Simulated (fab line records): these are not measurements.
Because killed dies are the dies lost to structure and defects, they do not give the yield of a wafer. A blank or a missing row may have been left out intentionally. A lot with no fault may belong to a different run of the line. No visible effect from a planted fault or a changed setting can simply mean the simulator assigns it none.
Chamber matching	flow n5_finfet	rie_diel-01 running N5_MOL_CONTACT_COAG_DESCUM_13: 4 sister chambers
The step chemistry O2, time 7 s. 4 wafers are shown with their chamber, then 11 later ones without.

== WAFERS, EACH WITH ITS CHAMBER ==
wafer	chamber	throttle_valve_pct (%)
L084.1	3	20.30
L089.3	1	20.49
L089.4	0	20.18
L093.1	2	20.81

== WAFERS WITHOUT THEIR CHAMBER ==
wafer	throttle_valve_pct (%)
L093.2	20.33
L093.4	20.51
L095.1	20.34
L095.2	20.80
L095.3	20.53
L095.4	20.20
L095.5	20.50
L095.6	20.79
L096.2	20.81
L096.3	20.52
L096.4	20.35

== THE CHAMBER EACH PASSED THROUGH ==
wafer	from the rows above	in truth
L093.2	3	3
L093.4	1	1
L095.1	3	3
L095.2	2	2
L095.3	1	1
L095.4	0	0
L095.5	1	1
L095.6	2	2
L096.2	2	2
L096.3	1	1
L096.4	3	3
Placed correctly: 11 of 11. Left unplaced by these rows: 0. 0 placed wrongly.
How it was worked out, from the rows above alone: a wafer's distance from a chamber is the root of the sum, over the readings, of the square of ((its reading less the chamber's mean) divided by the reading's scatter). The wafer belongs to the nearest chamber; if the next one is less than 2 further off, it can't be placed. Each chamber's mean is taken over the wafers shown for it. The scatter: with one shown wafer a chamber, the root of the mean of the squares of how far each hidden wafer lies from its nearest shown one.
